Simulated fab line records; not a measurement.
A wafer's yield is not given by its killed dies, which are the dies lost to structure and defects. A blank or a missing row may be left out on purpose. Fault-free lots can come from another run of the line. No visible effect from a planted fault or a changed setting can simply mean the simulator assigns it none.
fab line records ; flow nand-harc
record: lots: 5; wafers: 15; last-day: 24
route steps=1159 shown A_M1@1035 A_BONDPAD@1059 END@1159
lots untouched by any fault: they come from a run of this same line in which no faults occurred
start-h: hours from the record's first day to the start of the lot's first wafer shown ; wait-h: hours elapsed since this lot's preceding step ; " as in the row above ; L1.1+2: several wafers, shown together as one row ; - either no value or no given start ; * or withheld: withheld ; < > ~ a bound
route shown NAME@n: names a module that has steps shown in the file, with the first one's number in the route ; usual: mean/standard deviation of fault-free wafers ; same: alike in all rows ; chamber/n: place in a boat ; sites: per-site readings ; _std_site: their standard deviation ; _edge_site: inner sites' mean taken away from outer sites' mean ; radius-mm: how far each site lies from the wafer's centre ; mask NAME#n: copy n ; behind: the most recent tool/chamber to have shaped the wafer ; hold: the reason the lot was held/the length of the hold in hours/how it ended ; device: names the non-switching transistor (n, p or np) ; end of line: tests of these same wafers at the route's end ; step lacking rows: just its recipe ; killed: dies lost to structure and defects at the first sort, not the wafer's yield ; map: per-die view of a wafer (x killed, . not killed, _ where there is no die)
set.NAME: setting as actually run; set.NAME@STEP: the setting as run at that earlier step ; model.NAME: the simulator's own value behind a step, which no gauge read
lots at selected steps of the route; one table per step, one row per wafer
services: when a tool's chamber went out of use (start-h, in hours from the record's first day, below 0 if earlier), for how many hours, and the reason
== steps ==
step: NHARC_A_M1_DEVELOP_08
recipe: develop-time-s: 35; dev-temp-c: 23
step: NHARC_A_M1_CD_MEAS_09
recipe: target-cd-nm: 120; landing-energy-ev: 500
usual: cd-nm: 119.9/0.54
lot.wafer;tool;chamber;start-h;wait-h;cd-nm
L482.1;cd-sem-02;0;395.98;-;119.7
L482.3;cd-sem-02;0;395.98;-;120.1
L482.5;cd-sem-02;0;395.98;-;119.6
L485.1;cd-sem-01;0;416.55;-;120.5
L485.3;cd-sem-01;0;416.55;-;119.4
L485.6;cd-sem-01;0;416.55;-;119.3
L494.3;cd-sem-02;0;467.18;-;119.4
L494.4;cd-sem-02;0;467.18;-;120.5
L494.6;cd-sem-02;0;467.18;-;121.2
L496.2;cd-sem-02;0;497.06;-;120.2
L496.4;cd-sem-02;0;497.06;-;119.5
L496.5;cd-sem-02;0;497.06;-;120.2
L505.1;cd-sem-03;0;540.00;-;120.1
L505.2;cd-sem-03;0;540.00;-;120.6
L505.5;cd-sem-03;0;540.00;-;119.4
step: NHARC_A_M1_OVL_MEAS_10
recipe: pitch-nm: 240
usual: overlay-x-nm: -0.1/0.78; overlay-y-nm: 0.0/0.8
lot.wafer;tool;chamber;start-h;wait-h;overlay-x-nm;overlay-y-nm
L482.1;overlay-02;-;396.07;-;-0.2;0.2
L482.3;overlay-02;-;396.07;-;-0.4;1.1
L482.5;overlay-02;-;396.07;-;0.3;0.3
L485.1;overlay-01;-;416.64;-;-0.8;-0.1
L485.3;overlay-01;-;416.64;-;-0.3;0.6
L485.6;overlay-01;-;416.64;-;-0.9;0.5
L494.3;overlay-02;-;467.26;-;1.9;-0.2
L494.4;overlay-02;-;467.26;-;1.5;-0.2
L494.6;overlay-02;-;467.26;-;0.8;-0.3
L496.2;overlay-01;-;497.15;-;-0.7;0.6
L496.4;overlay-01;-;497.15;-;-0.5;1.0
L496.5;overlay-01;-;497.15;-;-0.6;1.2
L505.1;overlay-02;-;540.09;-;0.8;-0.3
L505.2;overlay-02;-;540.09;-;1.0;-0.4
L505.5;overlay-02;-;540.09;-;0.8;-1.3
step: NHARC_A_M1_INSPECT_11
usual: raw-defect-count: 32/11
lot.wafer;tool;chamber;start-h;wait-h;raw-defect-count
L482.1;defect-inspect-02;-;396.10;0.0;15
L482.3;defect-inspect-02;-;396.10;0.0;14
L482.5;defect-inspect-02;-;396.10;0.0;14
L485.1;defect-inspect-02;-;416.68;0.0;24
L485.3;defect-inspect-02;-;416.68;0.0;16
L485.6;defect-inspect-02;-;416.68;0.0;20
L494.3;defect-inspect-01;-;467.30;0.0;35
L494.4;defect-inspect-01;-;467.30;0.0;28
L494.6;defect-inspect-01;-;467.30;0.0;26
L496.2;defect-inspect-02;-;497.18;0.0;17
L496.4;defect-inspect-02;-;497.18;0.0;7
L496.5;defect-inspect-02;-;497.18;0.0;13
L505.1;defect-inspect-01;-;540.13;0.0;17
L505.2;defect-inspect-01;-;540.13;0.0;20
L505.5;defect-inspect-01;-;540.13;0.0;18
step: NHARC_A_M1_DESCUM_14
recipe: time-s: 3; o2-flow-sccm: 200; ar-flow-sccm: 0; bias-power-w: 0; chemistry: O2
step: NHARC_A_M1_ETCH_35
recipe: target-depth-a: 400; overetch-a: 120; time-s: 43.94; ion-energy-ev: 200; n2-flow-sccm: 150; h2-flow-sccm: 150; ar-flow-sccm: 0; rf-w: 400; bias-w: 150; chemistry: N2/H2
step: NHARC_A_M1_ETCH_15
recipe: target-depth-a: 1825; time-s: 91.2; c4f8-flow-sccm: withheld; ar-flow-sccm: 400; rf-w: 600; bias-w: 300; chemistry: C4F8/Ar
usual: oes-product-au: 0.950/0.021; rf-vpp-V: 441.7/2.7
lot.wafer;tool;chamber;start-h;wait-h;oes-product-au;rf-hours-counter-h;rf-vpp-V
L482.1;rie-diel-05;1;-;-;0.971;4;445.2
L482.3;rie-diel-05;2;-;-;0.962;4;438.2
L482.5;rie-diel-05;3;-;-;0.960;-;441.2
L485.1;rie-diel-12;1;-;-;0.968;1;445.5
L485.3;rie-diel-12;2;-;-;0.961;1;443.0
L485.6;rie-diel-12;1;-;-;0.964;-;443.9
L494.3;rie-diel-10;1;-;-;0.917;10;438.9
L494.4;rie-diel-10;2;-;-;0.933;9;436.8
L494.6;rie-diel-10;0;-;-;0.956;-;438.1
L496.2;rie-diel-12;0;-;-;0.962;2;444.5
L496.4;rie-diel-12;1;-;-;0.942;3;444.5
L496.5;rie-diel-12;2;-;-;0.973;-;442.5
L505.2;rie-diel-10;2;-;-;0.966;0;438.0
L505.1;rie-diel-10;0;-;-;0.946;0;438.6
L505.5;rie-diel-10;2;-;-;0.966;-;438.5
step: NHARC_A_M1_CD_MEAS_16
usual: cd-nm: 119.5/0.78
lot.wafer;tool;chamber;start-h;wait-h;cd-nm
L482.1;cd-sem-02;-;396.51;-;119.5
L482.3;cd-sem-02;-;396.51;-;119.4
L482.5;cd-sem-02;-;396.51;-;119.5
L485.1;cd-sem-02;-;417.05;-;118.9
L485.3;cd-sem-02;-;417.05;-;118.7
L485.6;cd-sem-02;-;417.05;-;119.4
L494.3;cd-sem-02;-;467.67;-;119.6
L494.4;cd-sem-02;-;467.67;-;119.8
L494.6;cd-sem-02;-;467.67;-;121.1
L496.2;cd-sem-03;-;497.55;-;120.0
L496.4;cd-sem-03;-;497.55;-;119.5
L496.5;cd-sem-03;-;497.55;-;119.9
L505.1;cd-sem-03;-;540.49;-;119.7
L505.2;cd-sem-03;-;540.49;-;120.7
L505.5;cd-sem-03;-;540.49;-;118.6
step: NHARC_A_M1_STRIP_18
recipe: power-w: 1000; n2-flow-sccm: 150; h2-flow-sccm: 150; ar-flow-sccm: 0; bias-w: 0; chemistry: N2/H2
step: NHARC_A_M1_ETCH_28
recipe: target-depth-a: 300; over-etch-frac: 0.3; time-s: 72.99; ion-energy-ev: 150; cf4-flow-sccm: 50; n2-flow-sccm: 100; ar-flow-sccm: 150; rf-w: 300; bias-w: 100; chemistry: CF4/N2
step: NHARC_A_M1_STRIP_19
recipe: time-s: 600; temp-c: 30; chemistry: post-etch-residue-remover
step: NHARC_A_M1_DEGAS_29
recipe: temp-c: 250; time-s: 60
step: NHARC_A_M1_PRE_CLEAN_30
recipe: time-s: 30; temp-c: 280; gas: H2/He
usual: heater-power-w: 421/36
lot.wafer;tool;chamber;start-h;wait-h;heater-power-w
L482.3;pvd-sputter-03;-;397.33;-;397
L482.1;pvd-sputter-03;-;397.33;-;465
L482.5;pvd-sputter-03;-;397.33;-;475
L485.1;pvd-sputter-02;-;417.84;-;457
L485.3;pvd-sputter-02;-;417.84;-;351
L485.6;pvd-sputter-02;-;417.84;-;439
L494.4;pvd-sputter-03;-;468.44;-;403
L494.3;pvd-sputter-03;-;468.44;-;446
L494.6;pvd-sputter-03;-;468.44;-;459
L496.2;pvd-sputter-01;-;498.34;-;353
L496.4;pvd-sputter-01;-;498.34;-;363
L496.5;pvd-sputter-01;-;498.34;-;391
L505.1;pvd-sputter-02;-;541.28;-;465
L505.2;pvd-sputter-02;-;541.28;-;357
L505.5;pvd-sputter-02;-;541.28;-;436
step: NHARC_A_M1_PVD_20
recipe: target-thk-a: 50; bias-v: 168.6; power-w: 15000; chamber-pressure-pa: 0.12; time-s: 8.06; substrate-temp-c: 50; material: TaN
usual: chamber-pressure-pa: 0.12004/0.00025; throttle-valve-pct: 30.0/0.92
lot.wafer;tool;chamber;start-h;wait-h;chamber-pressure-pa;throttle-valve-pct
L482.1;pvd-sputter-03;-;-;-;0.11986;29.7
L482.3;pvd-sputter-03;-;-;-;0.1202;29.0
L482.5;pvd-sputter-03;-;-;-;0.12008;29.9
L485.3;pvd-sputter-02;-;-;-;0.11968;30.7
L485.1;pvd-sputter-02;-;-;-;0.12062;29.0
L485.6;pvd-sputter-02;-;-;-;0.12029;29.6
L494.3;pvd-sputter-03;-;-;-;0.12005;30.8
L494.4;pvd-sputter-03;-;-;-;0.11997;31.7
L494.6;pvd-sputter-03;-;-;-;0.12001;30.8
L496.2;pvd-sputter-01;-;-;-;0.11997;29.8
L496.4;pvd-sputter-01;-;-;-;0.11984;28.8
L496.5;pvd-sputter-01;-;-;-;0.12028;29.8
L505.2;pvd-sputter-02;-;-;-;0.1198;28.9
L505.1;pvd-sputter-02;-;-;-;0.11992;30.7
L505.5;pvd-sputter-02;-;-;-;0.1201;29.4
step: NHARC_A_M1_PVD_21
recipe: target-thk-a: 300; chamber-pressure-pa: 5; power-w: 5000; substrate-temp-c: 30; time-s: 20.49; material: Cu
usual: chamber-pressure-pa: 4.999/0.011; throttle-valve-pct: 30.1/0.96
lot.wafer;tool;chamber;start-h;wait-h;chamber-pressure-pa;throttle-valve-pct
L482.1;pvd-sputter-03;-;-;-;5.002;29.8
L482.3;pvd-sputter-03;-;-;-;4.986;29.1
L482.5;pvd-sputter-03;-;-;-;5.001;30.1
L485.3;pvd-sputter-02;-;-;-;5.003;28.7
L485.1;pvd-sputter-02;-;-;-;5.002;30.6
L485.6;pvd-sputter-02;-;-;-;5.005;29.0
L494.4;pvd-sputter-03;-;-;-;4.999;31.9
L494.3;pvd-sputter-03;-;-;-;4.996;30.8
L494.6;pvd-sputter-03;-;-;-;4.988;32.0
L496.4;pvd-sputter-01;-;-;-;4.997;29.9
L496.2;pvd-sputter-01;-;-;-;5.013;29.7
L496.5;pvd-sputter-01;-;-;-;5.008;29.8
L505.2;pvd-sputter-02;-;-;-;5.006;30.5
L505.1;pvd-sputter-02;-;-;-;5.017;29.5
L505.5;pvd-sputter-02;-;-;-;4.997;30.0
step: NHARC_A_M1_ECD_22
recipe: target-thk-a: 4000; bath-temp-c: 25; material: Cu
step: NHARC_A_M1_ANNEAL_31
recipe: temp-c: 225; time-s: 90
step: NHARC_A_M1_CMP_23
recipe: t-overpolish-s: 20; target-thk-nm: 154.34
step: NHARC_A_M1_THK_MEAS_24
recipe: thk-meas-gauge: xrf
usual: thk-nm: 155.0/1.7
lot.wafer;tool;chamber;start-h;wait-h;thk-nm
L482.1;film-metro-02;-;398.75;-;157.5
L482.3;film-metro-02;-;398.75;-;155.2
L482.5;film-metro-02;-;398.75;-;153.0
L485.1;film-metro-02;-;419.16;-;155.0
L485.3;film-metro-02;-;419.16;-;155.4
L485.6;film-metro-02;-;419.16;-;155.0
L494.3;film-metro-01;-;469.80;-;155.5
L494.4;film-metro-01;-;469.80;-;157.0
L494.6;film-metro-01;-;469.80;-;157.0
L496.2;film-metro-02;-;499.67;-;152.8
L496.4;film-metro-02;-;499.67;-;155.6
L496.5;film-metro-02;-;499.67;-;154.3
L505.1;film-metro-01;-;542.63;-;152.9
L505.2;film-metro-01;-;542.63;-;155.8
L505.5;film-metro-01;-;542.63;-;154.3
step: NHARC_A_M1_SRD_25
step: NHARC_A_M1_PRE_CLEAN_32
recipe: time-s: 12; temp-c: 370; rf-power-w: 300; gas: NH3
step: NHARC_A_M1_DEP_33
recipe: target-thk-a: 300; temp-c: 370; target-thk-nm: 30; pressure-torr: 3; flow-sccm: 200; rf-w: 450; material: SiCN
step: NHARC_A_BONDPAD_DEP_00
recipe: target-thk-a: 2500; temp-c: 370; target-thk-nm: 250; pressure-torr: 3; flow-sccm: 200; rf-w: 450; material: SiCN
step: NHARC_A_BONDPAD_CMP_29
recipe: target-thk-nm: 200; material: SiCN
usual: motor-current-A: 12.0/0.75
lot.wafer;tool;chamber;start-h;wait-h;motor-current-A
L482.3;cmp-01;2;400.06;-;11.9
L482.1;cmp-01;3;400.06;-;11.9
L482.5;cmp-01;0;400.06;-;10.7
L485.1;cmp-04;2;420.48;-;12.3
L485.3;cmp-04;3;420.48;-;11.5
L485.6;cmp-04;2;420.48;-;11.4
L494.4;cmp-04;2;471.12;-;11.3
L494.3;cmp-04;3;471.12;-;11.7
L494.6;cmp-04;1;471.12;-;11.7
L496.2;cmp-01;2;500.94;-;11.4
L496.4;cmp-01;3;500.94;-;11.8
L496.5;cmp-01;3;500.94;-;11.7
L505.2;cmp-04;3;544.18;-;11.4
L505.1;cmp-04;1;544.18;-;12.5
L505.5;cmp-04;3;544.18;-;12.1
step: NHARC_A_BONDPAD_THK_MEAS_30
recipe: thk-meas-gauge: ellipsometry
usual: thk-nm: 199.9/1.5
lot.wafer;tool;chamber;start-h;wait-h;thk-nm
L482.1;film-metro-02;-;400.26;0.2;200.8
L482.3;film-metro-02;-;400.26;0.2;202.5
L482.5;film-metro-02;-;400.26;0.2;200.2
L485.1;film-metro-01;-;420.73;0.2;197.9
L485.3;film-metro-01;-;420.73;0.2;203.0
L485.6;film-metro-01;-;420.73;0.2;199.5
L494.3;film-metro-01;-;471.32;0.2;201.7
L494.4;film-metro-01;-;471.32;0.2;199.7
L494.6;film-metro-01;-;471.32;0.2;199.7
L496.2;film-metro-02;-;501.19;0.2;198.5
L496.4;film-metro-02;-;501.19;0.2;198.7
L496.5;film-metro-02;-;501.19;0.2;196.9
L505.1;film-metro-02;-;544.43;0.2;200.8
L505.2;film-metro-02;-;544.43;0.2;200.2
L505.5;film-metro-02;-;544.43;0.2;200.2
step: NHARC_A_BONDPAD_SRD_31
step: NHARC_A_BONDPAD_DEHYDRATE_01
recipe: temp-c: 150; time-s: 120
step: NHARC_A_BONDPAD_HMDS_02
recipe: time-s: 30
step: NHARC_A_BONDPAD_COAT_33
recipe: temp-c: 200; time-s: 65
step: NHARC_A_BONDPAD_COAT_03
recipe: spin-rpm: 2000; resist-thk-nm: 600
step: NHARC_A_BONDPAD_SOFTBAKE_04
recipe: temp-c: 125; time-s: 70
step: NHARC_A_BONDPAD_EBR_05
step: NHARC_A_BONDPAD_EXPOSE_06
recipe: na: 0.55; dose-mj: 36.99; mask-id: A_BPAD
step: NHARC_A_BONDPAD_PEB_07
recipe: peb-temp-c: 128; peb-time-s: 80
step: NHARC_A_BONDPAD_DEVELOP_08
recipe: time-s: 50; dev-temp-c: 22
step: NHARC_A_BONDPAD_CD_MEAS_09
recipe: target-cd-nm: 500; landing-energy-ev: 500
usual: cd-nm: 501.1/2.4
lot.wafer;tool;chamber;start-h;wait-h;cd-nm
L482.1;cd-sem-02;0;400.83;-;501.0
L482.3;cd-sem-02;0;400.83;-;506.2
L482.5;cd-sem-02;0;400.83;-;506.2
L485.1;cd-sem-03;0;421.19;-;504.1
L485.3;cd-sem-03;0;421.19;-;502.5
L485.6;cd-sem-03;0;421.19;-;504.0
L494.3;cd-sem-02;0;471.88;-;497.3
L494.4;cd-sem-02;0;471.88;-;499.2
L494.6;cd-sem-02;0;471.88;-;496.5
L496.2;cd-sem-02;0;501.76;-;502.3
L496.4;cd-sem-02;0;501.76;-;501.1
L496.5;cd-sem-02;0;501.76;-;498.3
L505.1;cd-sem-02;0;544.99;-;500.4
L505.2;cd-sem-02;0;544.99;-;499.0
L505.5;cd-sem-02;0;544.99;-;505.3
step: NHARC_A_BONDPAD_OVL_MEAS_35
usual: overlay-x-nm: 1/5.6; overlay-y-nm: -3/6.1
lot.wafer;tool;chamber;start-h;wait-h;overlay-x-nm;overlay-y-nm
L482.1;overlay-02;-;400.92;-;9;7
L482.3;overlay-02;-;400.92;-;9;7
L482.5;overlay-02;-;400.92;-;9;7
L485.1;overlay-02;-;421.28;-;9;-5
L485.3;overlay-02;-;421.28;-;9;-4
L485.6;overlay-02;-;421.28;-;9;-4
L494.3;overlay-02;-;471.97;-;-3;4
L494.4;overlay-02;-;471.97;-;-3;3
L494.6;overlay-02;-;471.97;-;-2;4
L496.2;overlay-01;-;501.84;-;1;-2
L496.4;overlay-01;-;501.84;-;1;-2
L496.5;overlay-01;-;501.84;-;1;-1
L505.1;overlay-01;-;545.08;-;3;-2
L505.2;overlay-01;-;545.08;-;3;-2
L505.5;overlay-01;-;545.08;-;3;-2
step: NHARC_A_BONDPAD_HARDBAKE_10
recipe: temp-c: 118; time-s: 65
step: NHARC_A_BONDPAD_DESCUM_11
recipe: time-s: 3; o2-flow-sccm: 200; ar-flow-sccm: 0; bias-power-w: 0; chemistry: O2
usual: drypump-motor-current-A: 5.7/0.39; oes-product-au: 0.999/0.017; rf-vpp-V: 57.8/0.93; showerhead-plenum-p-Torr: 1.93/0.1; throttle-valve-pct: 11.311/0.0094
lot.wafer;tool;chamber;start-h;wait-h;drypump-motor-current-A;oes-product-au;rf-hours-counter-h;rf-vpp-V;showerhead-plenum-p-Torr;throttle-valve-pct
L482.1;rie-diel-09;1;401.04;-;6.1;1.017;4;57.3;1.80;11.307
L482.3;rie-diel-09;2;401.04;-;6.0;0.993;4;56.7;1.80;11.307
L482.5;rie-diel-09;1;401.04;-;6.1;1.019;-;58.6;1.80;11.311
L485.1;rie-diel-08;1;421.41;-;5.9;1.001;19;57.6;1.91;11.304
L485.3;rie-diel-08;3;421.41;-;5.4;1.020;19;57.6;2.04;11.311
L485.6;rie-diel-08;0;421.41;-;5.7;0.973;-;57.7;1.94;11.294
L494.3;rie-diel-09;2;472.09;-;6.0;1.005;1;56.1;1.80;11.309
L494.4;rie-diel-09;3;472.09;-;5.6;0.980;1;58.2;2.04;11.309
L494.6;rie-diel-09;3;472.09;-;5.6;0.978;-;59.2;2.04;11.309
L496.2;rie-diel-08;0;501.97;-;5.7;0.998;3;58.4;1.93;11.311
L496.4;rie-diel-08;1;501.97;-;5.9;0.972;3;57.5;1.91;11.332
L496.5;rie-diel-08;0;501.97;-;5.7;0.997;-;57.8;1.93;11.311
L505.2;rie-diel-09;3;545.21;-;5.6;0.966;4;58.0;2.04;11.309
L505.1;rie-diel-09;1;545.21;-;6.1;1.017;4;56.4;1.80;11.307
L505.5;rie-diel-09;1;545.21;-;6.1;1.026;-;57.2;1.80;11.315
step: NHARC_A_BONDPAD_ETCH_34
recipe: target-depth-a: 600; overetch-a: 180; time-s: 65.91; ion-energy-ev: 200; n2-flow-sccm: 150; h2-flow-sccm: 150; ar-flow-sccm: 0; rf-w: 400; bias-w: 150; chemistry: N2/H2
step: NHARC_END_SORT_01
recipe: temp-c: 25
usual: defect-limited-yield: 95.7/1.2; killed-at-array: 25/7.8; killed-at-other: 0.6/0.81; killed-at-periphery: 3.3/2.2; killed-dies: 29/8.2; killed-open: 3.5/1.9; killed-short: 1.8/1.3; sort_bin_2_pct: 1.3/0.5; sort_bin_3_pct: 0.23/0.21; sort_bin_4_pct: 2.8/0.9; sort-n-pass: 648/8.2; sort-rim-yield-pct: 94.3/2.8; sort-yield-pct: 95.7/1.2
same: gross-dies: 677; sort_bin_5_pct[%]: 0; sort_bin_6_pct[%]: 0; sort_bin_7_pct[%]: 0; sort_bin_8_pct[%]: 0; sort-rim-n-gross: 106.00
lot.wafer;tool;chamber;start-h;wait-h;defect-limited-yield[%];killed-at-array;killed-at-other;killed-at-periphery;killed-dies;killed-open;killed-short;sort_bin_2_pct[%];sort_bin_3_pct[%];sort_bin_4_pct[%];sort-n-pass;sort-rim-yield-pct[%];sort-yield-pct[%]
L482.1;prober-02;0;434.44;2.5;96.8;17;0;5;22;4;2;0.7;0.15;2.4;655;97.2;96.8
L482.3;prober-02;0;436.04;3.1;97.2;14;0;5;19;1;1;0.4;0.30;2.1;658;96.2;97.2
L482.5;prober-02;0;437.64;3.7;97.2;16;2;1;19;1;3;0.3;0;2.5;658;96.2;97.2
L485.1;prober-01;0;454.94;2.5;95.6;23;0;7;30;3;5;0.9;0.44;3.1;647;99.1;95.6
L485.3;prober-01;0;456.52;3.1;96.9;16;1;4;21;1;2;1.2;0.15;1.8;656;94.3;96.9
L485.6;prober-01;0;458.89;4.0;96.2;22;0;4;26;5;0;1.5;0;2.4;651;100.0;96.2
L494.3;prober-02;0;507.50;3.1;95.1;32;0;1;33;3;2;1.5;0.15;3.2;644;100.0;95.1
L494.4;prober-02;0;508.30;3.4;85.2;98;0;2;100;2;1;6.6;2.22;5.9;577;95.3;85.2
L494.6;prober-02;0;509.90;4.0;96.0;26;0;1;27;6;0;1.3;0;2.7;650;96.2;96.0
L496.2;prober-01;0;532.07;2.8;96.5;16;2;6;24;5;4;1.2;0.15;2.2;653;98.1;96.5
L496.4;prober-01;0;533.65;3.4;98.7;7;0;2;9;3;1;0;0.15;1.2;668;97.2;98.7
L496.5;prober-01;0;534.44;3.7;98.1;12;1;0;13;2;3;0.3;0.30;1.3;664;98.1;98.1
killed by level:class
L482.1 A_SLIT:chamber-film-flake=10 P_ZERO_WELL:chamber-film-flake=3 A_STAIRCASE:chamber-film-flake=2 P_GATE:geometric-particle:open=1 P_CONTACT:geometric-particle:open=1 A_CHANNEL_FILL_D1:geometric-particle:open=1 A_SGD_CUT:geometric-particle:short=1 A_M0:geometric-particle:short=1
L482.3 A_STAIRCASE:chamber-film-flake=5 A_SLIT:chamber-film-flake=5 P_BONDPAD:chamber-film-flake=3 P_CONTACT:geometric-particle:open=1 A_CHANNEL_FILL_D1:geometric-particle:short=1 P_ZERO_WELL:chamber-film-flake=1 A_CHANNEL_HOLE_D1:chamber-film-flake=1 A_CONTACT:chamber-film-flake=1
L482.5 A_STAIRCASE:chamber-film-flake=7 A_SLIT:chamber-film-flake=5 STARTING-WAFER:geometric-particle:short=2 A_CHANNEL_FILL_D1:geometric-particle:short=1 A_CONTACT:geometric-particle:open=1 P_GATE:chamber-film-flake=1 A_CONTACT:chamber-film-flake=1 A_M1:chamber-film-flake=1
L485.1 A_SLIT:chamber-film-flake=9 A_CONTACT:chamber-film-flake=3 A_ONON_D1:geometric-particle:short=2 P_STI:chamber-film-flake=2 P_CONTACT:chamber-film-flake=2 A_CHANNEL_HOLE_D1:chamber-film-flake=2 A_WL_FILL:chamber-film-flake=2 P_CONTACT:geometric-particle:short=1
L485.3 A_SLIT:chamber-film-flake=6 A_STAIRCASE:chamber-film-flake=3 P_STI:chamber-film-flake=2 A_WL_FILL:chamber-film-flake=2 A_CONTACT:chamber-film-flake=2 P_M1:geometric-particle:open=1 A_WL_FILL:geometric-particle:short=1 STARTING-WAFER:geometric-particle:short=1
L485.6 A_SLIT:chamber-film-flake=10 A_CONTACT:chamber-film-flake=4 P_STI:chamber-film-flake=2 A_CHANNEL_HOLE_D1:chamber-film-flake=2 A_WL_FILL:chamber-film-flake=2 P_GATE:geometric-particle:open=1 A_ONON_D1:geometric-particle:open=1 A_CHANNEL_FILL_D1:geometric-particle:open=1
L494.3 A_SLIT:chamber-film-flake=11 A_CHANNEL_HOLE_D1:chamber-film-flake=8 A_CONTACT:chamber-film-flake=6 A_WL_FILL:chamber-film-flake=2 P_M0:geometric-particle:open=1 A_SOURCE_PLATE:geometric-particle:short=1 A_CONTACT:geometric-particle:open=1 A_M0:geometric-particle:short=1
L494.4 A_M1:unspecified=78 A_SLIT:chamber-film-flake=10 A_ZERO_WELL:chamber-film-flake=3 A_M0:geometric-particle:open=2 A_CHANNEL_HOLE_D1:chamber-film-flake=2 A_CONTACT:chamber-film-flake=2 P_CONTACT:geometric-particle:short=1 P_GATE:chamber-film-flake=1
L494.6 A_SLIT:chamber-film-flake=10 A_CONTACT:chamber-film-flake=4 A_CONTACT:geometric-particle:open=2 A_CHANNEL_HOLE_D1:chamber-film-flake=2 A_CHANNEL_FILL_D1:chamber-film-flake=2 A_STAIRCASE:chamber-film-flake=2 P_GATE:geometric-particle:open=1 A_SGD_CUT:geometric-particle:open=1
L496.2 A_CONTACT:chamber-film-flake=7 A_CHANNEL_HOLE_D1:chamber-film-flake=5 P_CONTACT:geometric-particle:open=3 P_M0:geometric-particle:short=1 P_BONDPAD:geometric-particle:open=1 A_CHANNEL_HOLE_D1:geometric-particle:open=1 A_CHANNEL_HOLE_D1:geometric-particle:short=1 A_WL_FILL:geometric-particle:short=1
L496.4 A_CONTACT:chamber-film-flake=4 P_GATE:geometric-particle:open=1 P_M0:geometric-particle:open=1 A_STAIRCASE:geometric-particle:open=1 A_WL_FILL:geometric-particle:short=1 A_CHANNEL_HOLE_D1:chamber-film-flake=1
L496.5 A_CONTACT:chamber-film-flake=5 A_CHANNEL_HOLE_D1:chamber-film-flake=3 A_WL_FILL:geometric-particle:short=2 A_CONTACT:geometric-particle:open=1 A_BLC:geometric-particle:open=1 STARTING-WAFER:geometric-particle:short=1
map L494.4 (x killed, . not)
____________.____________
_________......._________
_______..........._______
______.............______
_____..............x_____
____...........x.....____
____.............x.xx____
___...........xxx.x.x.___
___x.........xxxx..x..___
__...........xxxxx...xx__
__..........xxxxxxxxx..__
_..........xxxxxxxxxx..._
_........x..xxxxxxx....._
_........xx.xxxxxxxxxx.._
_..........x.xxxxxx....._
_.x.....x..xxxxxxxx....._
............xxxxxx.x.....
.............x.xxxx......
........x......xx.x......
........x.....x..........
.........................
_......................._
_......................._
_......................._
_......................._
_......................._
__.....................__
__.....................__
___..................x___
___...................___
____.................____
____.................____
_____..............._____
______......x......______
_______.......x..._______
_________......._________
____________.____________
map L482.1 (x killed, . not)
____________.____________
_________......._________
_______........x.._______
______.............______
_____..............._____
____.................____
____.................____
___.........x.....x...___
___.......x...........___
__.....x....x..........__
__.........x.....x.....__
_......................._
_........x..x..........._
_........x..x..........._
_......................._
_.........xx............_
..................x......
.........................
......x..................
..........x.......x......
x.......................x
_......................._
_......................._
_......................._
_.....................x._
_......................._
__.....................__
__.....................__
___...................___
___...................___
____............x....____
____.................____
_____..............._____
______.............______
_______..........._______
_________......._________
____________.____________
== services ==
tool;chamber;start-h;hours;kind
cmp-01;-;375.68;4.0;pm
rie-diel-12;-;379.43;9.0;pm
pvd-sputter-02;-;383.73;4.8;repair
pvd-sputter-01;-;385.01;40.5;repair
rie-diel-10;3;385.27;18.8;repair
pvd-sputter-02;-;393.79;10.0;pm
rie-diel-12;3;397.74;4.8;repair
cmp-04;-;399.20;4.0;pm
cmp-04;-;415.56;2.7;repair
rie-diel-08;0;417.33;3.9;repair
rie-diel-10;-;419.87;0.7;repair
rie-diel-09;-;431.10;9.0;pm
cmp-04;-;435.05;0.7;repair
pvd-sputter-03;-;458.00;10.0;pm
rie-diel-10;2;458.84;5.7;repair
rie-diel-08;-;459.16;21.9;repair
rie-diel-09;0;464.56;6.7;repair
cmp-01;-;473.68;4.0;pm
pvd-sputter-01;-;474.85;2.0;repair
cmp-04;-;497.20;4.0;pm
pvd-sputter-03;-;510.81;0.7;repair
pvd-sputter-01;-;515.14;10.0;pm
cmp-04;-;519.64;0.4;repair
rie-diel-09;2;542.18;8.3;repair
== key ==
first-sign: step: NHARC_END_SORT_01; reading: killed-at-array; direction: up; sigmas: 9.3; usual: 25; struck: 98
effect: step: NHARC_END_SORT_01; reading: killed-dies; direction: up; sigmas: 8.6; usual: 29; struck: 100
more-kills-born-at: NHARC_A_M1_PRE_CLEAN_30@pvd-sputter-03: 78
met-at NHARC_A_M1_PRE_CLEAN_30
struck-wafers L494.4
onset-between 397.33 468.44
fault: kind: chamber-particle-source; tool: pvd-sputter-03; chamber: -; onset-h: 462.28; steps: NHARC_A_M1_PRE_CLEAN_30; rate-per-visit-cm2: 0.51291; end-h: 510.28; scope: struck-wafers-only
